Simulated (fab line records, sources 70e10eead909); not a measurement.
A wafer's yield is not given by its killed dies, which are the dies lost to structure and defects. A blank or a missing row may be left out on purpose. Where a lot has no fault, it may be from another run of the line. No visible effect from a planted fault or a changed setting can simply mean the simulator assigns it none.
A struck lot beside a sound one || flow nand-harc || 40 out of 1159 route steps
Sound: these wafers, L910.1, L910.3, L910.4. The struck wafers were L918.3, L918.4, L918.5. The cause comes at the end.
At each step with rows: each side's tool, then ch and its chambers, then its first start. Under that, the readings that differ: sound wafers || struck wafers || difference of the means || sigmas: that difference in standard deviations of wafers without a fault.
alike: readings whose means differ by less than 2 such deviations, and words and numbers that are the same on both sides. not compared: withheld readings, readings that some wafer has no value for, bounds like >300 that may hide the same value, and numbers for which the record gives no deviation and whose values overlap.
Wherever a step has rows on one side only, a row that says differs or no value, or a row with sigmas, the two part there. When numbers do not overlap yet have no deviation, they are printed without sigmas and do not part them. A reading missing from all wafers of one side parts the sides only when that side holds two or more wafers.

NHARC_A_BLC_CD_MEAS_10: target cd 100 nm.
  sound on cd-sem-03 ch 0, day 17 15:42; struck on cd-sem-01 ch 0, day 20 18:21
  alike: cd-nm
NHARC_A_BLC_OVL_MEAS_11:
  sound: overlay-02 at day 17 15:47; struck: overlay-02 at day 20 18:26
  alike: overlay-x-nm, overlay-y-nm
NHARC_A_BLC_INSPECT_12:
  sound: defect-inspect-01 at day 17 15:50; struck: defect-inspect-01 at day 20 18:29
  alike: raw-defect-count
then, 3 steps without rows for these wafers: NHARC_A_BLC_DESCUM_15 (chemistry O2, time 3 s); NHARC_A_BLC_ETCH_16 (etches the open film in CF4, target depth 39 nm, time 65 s); NHARC_A_BLC_ETCH_17 (etches the open film in N2/H2, target depth 390 nm, time 609.38 s).
NHARC_A_BLC_ETCH_18: etches the open film in C4F8/O2/Ar, target depth 910 nm.
  sound on rie-diel-07 ch 0,2,3; struck on rie-diel-03 ch 0,1,2
  alike: oes-product-au, rf-vpp-V
  not compared: rf-hours-counter-h
NHARC_A_BLC_CD_MEAS_19:
  sound: cd-sem-02 at day 17 16:56; struck: cd-sem-02 at day 20 19:59
  alike: cd-nm
then, 3 steps without rows for these wafers: NHARC_A_BLC_STRIP_29 (strips in CF4); NHARC_A_BLC_STRIP_21 (strips in O2); NHARC_A_BLC_STRIP_22 (strips in post etch residue remover, time 600 s).
NHARC_A_BLC_DEGAS_30: time 60 s.
  sound: pvd-sputter-03 at day 17 17:38; struck: pvd-sputter-03 at day 20 20:36
  alike: heater-power-w, susceptor-temp-C
NHARC_A_BLC_PRE_CLEAN_31: time 15 s.
  sound: pvd-sputter-03 at day 17 17:41; struck: pvd-sputter-03 at day 20 20:39
then, 1 step without rows for these wafers: NHARC_A_BLC_PVD_32 (deposits Ti, target thk 5 nm, time 17.7 s).
NHARC_A_BLC_ALD_23: deposits TiN, target thk 3 nm, pulse time 1 s, ald cycles 150.
  sound on ald-metal-04 ch 0,2,3, day 17 17:55; struck on ald-metal-03 ch 0,3, day 20 20:50
  alike: heater-power-outer-w, heater-power-w, precursor-pulse-height-rel, susceptor-temp-C
  not compared: since-wet-clean-h
then, 13 steps without rows for these wafers: NHARC_A_BLC_CVD_24 (deposits W, target thk 150 nm, time 434 s); NHARC_A_BLC_CMP_25 (polishes, t overpolish 30 s, target thk 150 nm); NHARC_A_BLC_SRD_27; NHARC_A_M0_DEP_00 (deposits SiOC, target thk 150 nm); NHARC_A_M0_DEHYDRATE_01 (time 120 s); NHARC_A_M0_HMDS_02 (time 30 s); NHARC_A_M0_COAT_33 (time 65 s); NHARC_A_M0_COAT_03 (resist thk 90 nm); NHARC_A_M0_SOFTBAKE_04 (time 55 s); NHARC_A_M0_EBR_05; NHARC_A_M0_EXPOSE_06 (exposes mask A M0, target cd 80 nm); NHARC_A_M0_PEB_07 (peb time 65 s); NHARC_A_M0_DEVELOP_08 (develop time 35 s).
NHARC_A_M0_CD_MEAS_09: target cd 80 nm.
  sound on cd-sem-02 ch 0, day 17 21:40; struck on cd-sem-01 ch 0, day 21 05:58
  alike: cd-nm
NHARC_A_M0_OVL_MEAS_10: pitch 160 nm.
  sound: overlay-02 at day 17 21:45; struck: overlay-01 at day 21 06:03
  alike: overlay-x-nm, overlay-y-nm
then, 1 step without rows for these wafers: NHARC_A_M0_DESCUM_14 (chemistry O2, time 3 s).
NHARC_A_M0_ETCH_34: etches the open film in N2/H2, target depth 40 nm, overetch 12 nm, time 43.94 s.
  sound on rie-diel-09 ch 0,2,3, day 17 21:56; struck on rie-diel-04 ch 0,1, day 21 06:15
  alike: drypump-motor-current-A, oes-product-au, rf-vpp-V, showerhead-plenum-p-Torr, throttle-valve-pct
  not compared: rf-hours-counter-h
then, 1 step without rows for these wafers: NHARC_A_M0_ETCH_15 (etches the open film in C4F8/Ar, target depth 150 nm, overetch 15 nm, time 82.5 s).
NHARC_A_M0_CD_MEAS_16:
  sound: cd-sem-01 at day 17 22:08; struck: cd-sem-02 at day 21 06:29
  alike: cd-nm
then, 3 steps without rows for these wafers: NHARC_A_M0_STRIP_18 (strips in N2/H2); NHARC_A_M0_STRIP_19 (strips in post etch residue remover, time 600 s); NHARC_A_M0_DEGAS_28 (time 60 s).
NHARC_A_M0_PRE_CLEAN_29: time 30 s.
  sound on pvd-sputter-01; struck on pvd-sputter-01
  alike: heater-power-w, susceptor-temp-C
then, 1 step without rows for these wafers: NHARC_A_M0_PVD_20 (deposits TaN, target thk 5 nm, time 8.06 s).
NHARC_END_SORT_01:
  only the struck wafers appear in the record here, on prober-01 ch 0 at day 22 23:41; the sound ones have no rows

== WHERE THEY PART ==
At NHARC_END_SORT_01 and nowhere else, as far as this record goes.

WHY: whatever the simulator had introduced
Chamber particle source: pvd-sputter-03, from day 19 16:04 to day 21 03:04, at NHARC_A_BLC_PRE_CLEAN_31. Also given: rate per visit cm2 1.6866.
